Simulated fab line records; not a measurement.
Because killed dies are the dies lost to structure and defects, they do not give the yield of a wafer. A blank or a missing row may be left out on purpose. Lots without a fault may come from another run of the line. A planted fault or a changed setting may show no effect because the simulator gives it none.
Lot-split experiment    flow n5_finfet    on a route of 1938 steps: 7 lots, 21 wafers read

## ABOUT THE SPLIT
At N5_BEOL_M3_ETCH_70 (etches SOC in N2/H2, target depth 80 nm, overetch 16 nm, time 120 s), the setting bias_w was moved away from the recipe's 150 W on 7 of the 21 wafers read, by +5.4% to +15.6%. For the rest of the wafers, this setting stayed at what the recipe calls for.

The reading is taken at the split's own step.

## THE READING
rf_vpp_V, in V, at N5_BEOL_M3_ETCH_70 (etches SOC in N2/H2, target depth 80 nm, overetch 16 nm, time 120 s). Typical for fault-free wafers on this fab line: 523.2 V, with standard deviation 2 V.

wafer   tool, chamber at the split  bias_w as run, W  against the recipe  rf_vpp_V, V  against lot-mates on the recipe
L079.2  rie_diel-04, 1              150               recipe              524.3        -
L079.3  rie_diel-04, 2              150               recipe              525.5        -
L079.4  rie_diel-04, 3              150               recipe              525.3        -
L081.3  rie_diel-06, 0              161.1             +7.4%               546.1        +22.1
L081.5  rie_diel-06, 0              150               recipe              521.7        -
L081.6  rie_diel-06, 2              150               recipe              526.2        -
L085.1  rie_diel-06, 3              158.1             +5.4%               536.8        +15.3
L085.4  rie_diel-06, 0              150               recipe              522.1        -
L085.6  rie_diel-06, 3              150               recipe              520.9        -
L088.2  rie_diel-02, 1              150               recipe              521.8        -
L088.3  rie_diel-02, 3              150               recipe              521.2        -
L088.4  rie_diel-02, 0              150               recipe              521.6        -
L089.2  rie_diel-06, 3              159.6             +6.4%               542.3        +20.6
L089.5  rie_diel-06, 3              150               recipe              521.7        -
L089.6  rie_diel-06, 0              159.6             +6.4%               543.5        +21.8
L094.2  rie_diel-02, 3              166.1             +10.7%              555.1        +33.3
L094.3  rie_diel-02, 2              150               recipe              522.9        -
L094.4  rie_diel-02, 1              150               recipe              520.8        -
L096.1  rie_diel-04, 3              173.4             +15.6%              577.3        +54.9
L096.2  rie_diel-04, 1              173.4             +15.6%              574.4        +52.0
L096.4  rie_diel-04, 0              150               recipe              522.4        -

FIT RESULTS
A straight line over all 21 wafers: rf_vpp_V changes by +3.3 V for each +1% of bias_w; r = +0.99; the points scatter about the line by 2 V.
The same after taking each lot's own level away (the mean of its wafers on the recipe; 21 wafers): +3.33 V for each +1%; r = +1.00; scatter 1.5 V.
Per that fit: largest bias_w move, reading shift of 52 V.
Across the lots, their own levels run from 521.50 to 525.03 V, a range of 1.8 times the standard deviation given above.
The two slopes agree, so the slope changes little with the lot-to-lot level.
Check: for one of the wafers moved furthest among these (+15.6%), held out of the fit, the line's prediction against its lot-mates is +50.2 V. Against them it came out at +54.9 V.
Tool readings at the split's step, against how far the setting was moved: rf_vpp_V r = +0.99.

## ADDITIONAL SPLITS CARRIED BY THESE WAFERS
Before the reading, these wafers also passed through other splits. Each is held against what the fit with the lots' levels taken away leaves over:
other split on the same wafers              wafers away from the commonest value  r with rf_vpp_V (lot level and that fit taken away)
N5_MOL_CONTACT_COAG_ETCH_47 over_etch_frac  11                                    -0.05
N5_BEOL_M0_SAQP_PECVD_03 time_s             6                                     +0.02
N5_BEOL_M0_SAQP_COAT_08 spin_rpm            8                                     +0.25
N5_BEOL_M0_ETCH_128 source_w                4                                     +0.00
N5_BEOL_M2_COAT_62 spin_rpm                 5                                     -0.23
N5_BEOL_M2_EXPOSE_08 dose_mj                4                                     -0.18
N5_BEOL_M2_SPUTTER_79 time_s                5                                     -0.19

## THE WHOLE CHAIN: every reading that the file lists as answering this split, in the file's order
step                what it does                                                         reading                                                                           change (the file's fit)                 r (the file's)
N5_BEOL_M3_ETCH_70  etches SOC in N2/H2, target depth 80 nm, overetch 16 nm, time 120 s  rf_vpp_V                                                                          +3.26 V for each +1% of the setting     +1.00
N5_BEOL_M3_ETCH_70  etches SOC in N2/H2, target depth 80 nm, overetch 16 nm, time 120 s  SiARC_of_BEOL_M3_COAT_68.thk_nm (the simulator's own value, which no gauge read)  -0.0779 nm for each +1% of the setting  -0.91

## FILE'S OWN FIT
rf_vpp_V changes by +3.26 V for each +1% of bias_w, r = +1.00.
